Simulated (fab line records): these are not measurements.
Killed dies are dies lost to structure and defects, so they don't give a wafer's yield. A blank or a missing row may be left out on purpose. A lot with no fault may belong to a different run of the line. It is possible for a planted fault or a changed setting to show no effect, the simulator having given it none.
Chamber matching / flow n5Finfet / 4 sister chambers for N5_BEOL_M0_SAQP_ETCH_84 on rieDiel-05
The step etches SOC in N2/H2, target depth 100 nm, overetch 20 nm, time 150 s. 20 wafers are shown with their chamber, then 10 later ones without.

== WAFERS, EACH WITH ITS CHAMBER ==
wafer=L075.1; chamber=2; showerheadPlenumPTorr (Torr)=2.44; drypumpMotorCurrentA (A)=6.04; throttleValvePct (%)=18.1
wafer=L075.3; chamber=0; showerheadPlenumPTorr (Torr)=2.61; drypumpMotorCurrentA (A)=5.62; throttleValvePct (%)=17.7
wafer=L075.5; chamber=3; showerheadPlenumPTorr (Torr)=2.59; drypumpMotorCurrentA (A)=5.63; throttleValvePct (%)=17.6
wafer=L077.1; chamber=1; showerheadPlenumPTorr (Torr)=2.63; drypumpMotorCurrentA (A)=5.91; throttleValvePct (%)=18.2
wafer=L077.2; chamber=2; showerheadPlenumPTorr (Torr)=2.44; drypumpMotorCurrentA (A)=6.02; throttleValvePct (%)=18.1
wafer=L077.6; chamber=3; showerheadPlenumPTorr (Torr)=2.59; drypumpMotorCurrentA (A)=5.61; throttleValvePct (%)=17.6
wafer=L080.1; chamber=1; showerheadPlenumPTorr (Torr)=2.63; drypumpMotorCurrentA (A)=5.93; throttleValvePct (%)=18.2
wafer=L080.2; chamber=3; showerheadPlenumPTorr (Torr)=2.58; drypumpMotorCurrentA (A)=5.63; throttleValvePct (%)=17.6
wafer=L080.3; chamber=2; showerheadPlenumPTorr (Torr)=2.44; drypumpMotorCurrentA (A)=6.09; throttleValvePct (%)=18.2
wafer=L081.1; chamber=0; showerheadPlenumPTorr (Torr)=2.61; drypumpMotorCurrentA (A)=5.60; throttleValvePct (%)=17.7
wafer=L081.3; chamber=3; showerheadPlenumPTorr (Torr)=2.58; drypumpMotorCurrentA (A)=5.63; throttleValvePct (%)=17.6
wafer=L081.6; chamber=2; showerheadPlenumPTorr (Torr)=2.44; drypumpMotorCurrentA (A)=6.07; throttleValvePct (%)=18.2
wafer=L083.3; chamber=3; showerheadPlenumPTorr (Torr)=2.58; drypumpMotorCurrentA (A)=5.65; throttleValvePct (%)=17.6
wafer=L083.4; chamber=2; showerheadPlenumPTorr (Torr)=2.43; drypumpMotorCurrentA (A)=6.11; throttleValvePct (%)=18.2
wafer=L083.6; chamber=1; showerheadPlenumPTorr (Torr)=2.63; drypumpMotorCurrentA (A)=5.92; throttleValvePct (%)=18.2
wafer=L088.1; chamber=0; showerheadPlenumPTorr (Torr)=2.60; drypumpMotorCurrentA (A)=5.64; throttleValvePct (%)=17.3
wafer=L088.3; chamber=1; showerheadPlenumPTorr (Torr)=2.62; drypumpMotorCurrentA (A)=5.92; throttleValvePct (%)=18.2
wafer=L088.6; chamber=1; showerheadPlenumPTorr (Torr)=2.62; drypumpMotorCurrentA (A)=5.93; throttleValvePct (%)=18.2
wafer=L089.3; chamber=1; showerheadPlenumPTorr (Torr)=2.62; drypumpMotorCurrentA (A)=5.94; throttleValvePct (%)=18.2
wafer=L089.4; chamber=3; showerheadPlenumPTorr (Torr)=2.58; drypumpMotorCurrentA (A)=5.65; throttleValvePct (%)=17.6

SIGNATURES (averages over the wafers above)
reading=showerheadPlenumPTorr; chamber 0=2.6067; chamber 1=2.6250; chamber 2=2.4380; chamber 3=2.5833; scatter within a chamber=0.00518
reading=drypumpMotorCurrentA; chamber 0=5.6200; chamber 1=5.9250; chamber 2=6.0660; chamber 3=5.6333; scatter within a chamber=0.0221
reading=throttleValvePct; chamber 0=17.567; chamber 1=18.200; chamber 2=18.160; chamber 3=17.600; scatter within a chamber=0.0861
Rule: a wafer lies at a distance from a chamber equal to the root of the sum of squares, over the readings, of (its reading less the chamber's mean, divided by the reading's scatter). The wafer belongs to the nearest chamber; if the next one is less than 2 further off, it can't be placed. The scatter is the square root of a quotient: the sum, over the shown wafers, of each reading's squared deviation from its chamber's mean, divided by wafers minus chambers.

== WAFERS WITH NO CHAMBER GIVEN ==
wafer=L089.6; showerheadPlenumPTorr (Torr)=2.58; drypumpMotorCurrentA (A)=5.65; throttleValvePct (%)=17.6
wafer=L090.2; showerheadPlenumPTorr (Torr)=2.62; drypumpMotorCurrentA (A)=5.91; throttleValvePct (%)=18.2
wafer=L090.4; showerheadPlenumPTorr (Torr)=2.43; drypumpMotorCurrentA (A)=6.05; throttleValvePct (%)=18.2
wafer=L090.6; showerheadPlenumPTorr (Torr)=2.62; drypumpMotorCurrentA (A)=5.91; throttleValvePct (%)=18.2
wafer=L092.1; showerheadPlenumPTorr (Torr)=2.42; drypumpMotorCurrentA (A)=6.06; throttleValvePct (%)=18.2
wafer=L092.2; showerheadPlenumPTorr (Torr)=2.57; drypumpMotorCurrentA (A)=5.61; throttleValvePct (%)=17.7
wafer=L092.5; showerheadPlenumPTorr (Torr)=2.62; drypumpMotorCurrentA (A)=5.90; throttleValvePct (%)=18.2
wafer=L095.2; showerheadPlenumPTorr (Torr)=2.60; drypumpMotorCurrentA (A)=5.66; throttleValvePct (%)=17.4
wafer=L095.3; showerheadPlenumPTorr (Torr)=2.43; drypumpMotorCurrentA (A)=6.02; throttleValvePct (%)=18.2
wafer=L095.5; showerheadPlenumPTorr (Torr)=2.62; drypumpMotorCurrentA (A)=5.94; throttleValvePct (%)=18.2

== WHICH CHAMBER EACH ONE RAN IN ==
wafer=L089.6; from the rows above=3; in truth=3
wafer=L090.2; from the rows above=1; in truth=1
wafer=L090.4; from the rows above=2; in truth=2
wafer=L090.6; from the rows above=1; in truth=1
wafer=L092.1; from the rows above=2; in truth=2
wafer=L092.2; from the rows above=3; in truth=3
wafer=L092.5; from the rows above=1; in truth=1
wafer=L095.2; from the rows above=can't be placed: 0 or 3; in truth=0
wafer=L095.3; from the rows above=2; in truth=2
wafer=L095.5; from the rows above=1; in truth=1
Correct placement for 9 of the 10. Unplaceable from these rows: 1, with the true chamber sitting among the candidates in 1. Placed wrongly: 0.
